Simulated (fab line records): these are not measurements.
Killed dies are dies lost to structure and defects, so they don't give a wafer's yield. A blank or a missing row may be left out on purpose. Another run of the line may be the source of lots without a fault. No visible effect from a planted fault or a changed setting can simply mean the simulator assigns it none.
Which tool was responsible? + flow n5_finfet + 23 lots, 69 wafers sampled, at 1 step of a route of 1938

## WHAT EACH GAUGE READ, for each wafer
N5_BEOL_M6_OVL_MEAS_29. Usual: V5_OVL typically reads 0.1 nm, with standard deviation 0.68.
| lot  | measured     | on         | V5_OVL (nm)    | flag |
|------|--------------|------------|----------------|------|
| L074 | day 8 19:31  | overlay-02 | -0.3 -0.3 -1.2 |      |
| L075 | day 9 01:22  | overlay-01 | 0.0 0.4 -0.2   |      |
| L077 | day 9 17:23  | overlay-01 | -0.2 -0.5 -0.1 |      |
| L076 | day 9 17:34  | overlay-02 | 2.0 -0.1 1.2   |      |
| L078 | day 9 21:29  | overlay-01 | 0.7 0.4 -0.1   |      |
| L079 | day 10 00:16 | overlay-02 | 0.7 0.8 0.3    |      |
| L080 | day 10 10:31 | overlay-01 | 0.2 0.3 0.2    |      |
| L081 | day 10 10:52 | overlay-01 | 0.7 -0.9 -0.9  |      |
| L082 | day 10 12:20 | overlay-02 | 0.7 -0.1 0.8   |      |
| L086 | day 11 20:34 | overlay-01 | 0.9 1.1 0.0    |      |
| L084 | day 11 23:57 | overlay-02 | 0.6 -0.1 0.3   |      |
| L085 | day 12 03:35 | overlay-01 | -0.9 0.0 -1.6  |      |
| L088 | day 12 03:37 | overlay-02 | 0.1 0.0 0.4    |      |
| L087 | day 12 06:34 | overlay-02 | -0.3 0.0 -0.7  |      |
| L089 | day 12 20:05 | overlay-01 | 0.6 -0.3 0.3   |      |
| L090 | day 12 20:08 | overlay-02 | 1.4 0.8 -0.3   |      |
| L092 | day 13 08:03 | overlay-02 | -0.1 0.3 0.0   |      |
| L091 | day 13 10:20 | overlay-01 | -0.4 0.1 1.1   |      |
| L094 | day 13 16:21 | overlay-02 | 0.5 -0.3 -0.2  |      |
| L093 | day 13 19:41 | overlay-02 | -0.2 0.1 0.1   |      |
| L096 | day 14 06:52 | overlay-01 | -0.3 -1.0 0.0  |      |
| L095 | day 14 07:10 | overlay-02 | -0.9 -0.6 -0.4 |      |
| L097 | day 14 12:43 | overlay-02 | 0.1 -0.6 0.5   |      |

## WHICH TOOL RAN EACH LOT (tool, then ch and the chambers of the sampled wafers, then the start)
The record shows no process step preceding these readings.

## AS READ BY THE TOOLS THEMSELVES (means over the sampled wafers that have a number; for cases with no such wafer, the mark the record gives instead)
The record holds no such reading with a usual standard deviation.

## THE ANSWER, worked out from the rows above alone
Rule: lot off if the mean of its wafers having a number is beyond 3 standard deviations from the usual mean. Also off: a lot with no number at a reading for which 4 or more lots have one. Where the step has rows for the other lots, those lots are counted as sound. After the gauges, taken in route order, come the tools' own readings; for these a lot's mean is taken, as printed above. At the first step where some lot is off, the reading lying furthest off is the one used; lots without a number count as furthest.
None of the lots is off at any reading shown; this tells nothing.

## WHAT THE SIMULATOR HAD PUT IN
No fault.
